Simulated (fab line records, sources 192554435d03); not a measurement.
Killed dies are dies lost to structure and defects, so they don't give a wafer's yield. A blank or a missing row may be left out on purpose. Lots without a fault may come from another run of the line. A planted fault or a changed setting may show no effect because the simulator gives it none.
Chamber matching | flow n5_finfet | N5_FIN_SAQP_SPACER2_ALD_28 on ald_sin-02: 4 sister chambers
The step deposits SiO2, target thk 8.1 nm, pulse time 1 s, purge time 2 s. 4 wafers are shown with their chamber, then 8 later ones without.

WAFERS WITH THEIR CHAMBER
wafer  | chamber | heater_power_w (W)
L084.1 | 3       | 461
L084.3 | 1       | 465
L086.5 | 0       | 541
L087.3 | 2       | 513

WAFERS WITHOUT THEIR CHAMBER
wafer  | heater_power_w (W)
L087.5 | 456
L087.6 | 515
L091.3 | 546
L091.5 | 510
L091.6 | 475
L093.1 | 465
L093.4 | 541
L093.5 | 444

WHICH CHAMBER EACH WENT THROUGH
wafer  | from the rows above     | in truth
L087.5 | can't be placed: 3 or 1 | 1
L087.6 | 2                       | 2
L091.3 | 0                       | 0
L091.5 | 2                       | 2
L091.6 | can't be placed: 1 or 3 | 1
L093.1 | can't be placed: 1 or 3 | 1
L093.4 | 0                       | 0
L093.5 | can't be placed: 3 or 1 | 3
Placed correctly: 4 of 8. Can't be placed from these rows: 4 (the true chamber is among the candidates in 4). Placed wrongly: 0.
How it was worked out, from the rows above alone: a wafer's distance from a chamber is the root of the sum, over the readings, of the square of ((its reading less the chamber's mean) divided by the reading's scatter). The wafer belongs to the nearest chamber; if the next one is less than 2 further off, it can't be placed. A chamber's mean is the mean of its shown wafers. The scatter: with one shown wafer a chamber, the root of the mean of the squares of how far each hidden wafer lies from its nearest shown one.
